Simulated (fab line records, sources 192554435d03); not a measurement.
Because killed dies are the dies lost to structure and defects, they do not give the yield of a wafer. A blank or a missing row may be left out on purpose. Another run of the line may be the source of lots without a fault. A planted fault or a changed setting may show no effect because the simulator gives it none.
Which of the tools did it? | flow n5-finfet | 33 wafers sampled from 11 lots at 1 step of a route of 1938

== WHAT THE GAUGES READ, wafer by wafer ==
N5_MIM_BOT_LITHO_CD_MEAS_08: the cd target is 3000 nm.
lot  | measured     | on        | cd-nm (nm)
L854 | day 11 16:26 | cd-sem-03 | 2995.2 2998.4 2996.7
L858 | day 12 08:55 | cd-sem-01 | 2999.8 2998.8 3000.4
L856 | day 12 09:57 | cd-sem-02 | 2997.0 2995.7 2998.4
L860 | day 13 06:26 | cd-sem-01 | 3002.5 3000.4 2999.0
L861 | day 13 18:43 | cd-sem-03 | 2997.9 2999.4 3000.1
L865 | day 14 15:31 | cd-sem-03 | 3000.3 3002.4 2999.6
L867 | day 15 00:50 | cd-sem-03 | 3002.2 3000.8 3003.7
L869 | day 15 23:23 | cd-sem-03 | 2999.6 2998.3 3001.5
L874 | day 17 04:11 | cd-sem-01 | 3000.7 2999.4 2998.6
L877 | day 17 16:34 | cd-sem-02 | 3000.9 3000.4 3004.1
L876 | day 17 21:18 | cd-sem-03 | 2998.9 2998.6 3001.3

== EACH LOT AND THE TOOL THAT RAN IT (in order: tool; ch and the chambers of the sampled wafers; start) ==
The record shows no process step preceding these readings.

== THE ANSWER, worked out from the rows above alone ==
Rule: the usual values come from the lots themselves. Put in order of their means at a reading, lots are off if they are a third of the lots or fewer, leave a main group of 4 or more, and stand apart from it by a gap of 3 or more times the standard deviation of the main group's means; of several such gaps the widest counts. A main group whose means are all the same, to the digits that the tables above print for the reading, isn't used. A lot without any number at a reading at which 4 lots or more have one is off too. Where the step has rows for the other lots, those lots are counted as sound.
No lot is off on any of the readings shown, so nothing can be concluded from this.

== WHAT HAD BEEN PUT IN BY THE SIMULATOR ==
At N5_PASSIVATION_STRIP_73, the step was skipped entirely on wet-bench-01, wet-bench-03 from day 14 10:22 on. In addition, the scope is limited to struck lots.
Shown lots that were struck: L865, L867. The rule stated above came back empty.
